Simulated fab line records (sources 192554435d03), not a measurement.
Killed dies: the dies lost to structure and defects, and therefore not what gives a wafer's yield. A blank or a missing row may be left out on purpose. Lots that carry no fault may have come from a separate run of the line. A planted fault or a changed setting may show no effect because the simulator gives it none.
Chamber matching + flow n5Finfet + 4 sister chambers for N5_BEOL_M10_STRIP_36 on rieDiel-03
The step strips in N2/H2. 4 wafers are shown with their chamber, then 11 later ones without.

== WAFERS WITH THEIR CHAMBER ==
| wafer  | chamber | drypumpMotorCurrentA (A) |
|--------|---------|--------------------------|
| L088.3 | 3       | 5.7                      |
| L092.2 | 2       | 5.0                      |
| L092.3 | 0       | 5.9                      |
| L090.2 | 1       | 5.7                      |

== WAFERS WITHOUT THEIR CHAMBER ==
| wafer  | drypumpMotorCurrentA (A) |
|--------|--------------------------|
| L090.3 | 5.7                      |
| L090.6 | 5.0                      |
| L094.1 | 5.7                      |
| L094.5 | 5.0                      |
| L094.6 | 5.6                      |
| L095.1 | 5.7                      |
| L095.3 | 5.7                      |
| L095.4 | 5.9                      |
| L096.1 | 5.7                      |
| L096.3 | 5.9                      |
| L096.4 | 5.0                      |

== THE CHAMBER EACH PASSED THROUGH ==
| wafer  | from the rows above     | in truth |
|--------|-------------------------|----------|
| L090.3 | can't be placed: 1 or 3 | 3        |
| L090.6 | 2                       | 2        |
| L094.1 | can't be placed: 1 or 3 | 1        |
| L094.5 | 2                       | 2        |
| L094.6 | can't be placed: 1 or 3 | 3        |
| L095.1 | can't be placed: 1 or 3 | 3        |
| L095.3 | can't be placed: 1 or 3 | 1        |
| L095.4 | 0                       | 0        |
| L096.1 | can't be placed: 1 or 3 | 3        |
| L096.3 | 0                       | 0        |
| L096.4 | 2                       | 2        |
Placed correctly: 5 of 11. From these rows, 6 cannot be placed; in 6 the true chamber is one of the candidates. Number placed wrongly: 0.
How it was worked out, from the rows above alone: a wafer's distance from a chamber is the root of the sum, over the readings, of the square of ((its reading less the chamber's mean) divided by the reading's scatter). If the next closest chamber is less than 2 further off than the closest, the wafer can't be placed; otherwise it belongs to the closest. For every chamber, the mean is computed from those of its wafers that are shown. The scatter (one wafer shown for each chamber): square how far every hidden wafer sits from the nearest shown wafer, average those squares and take the square root.
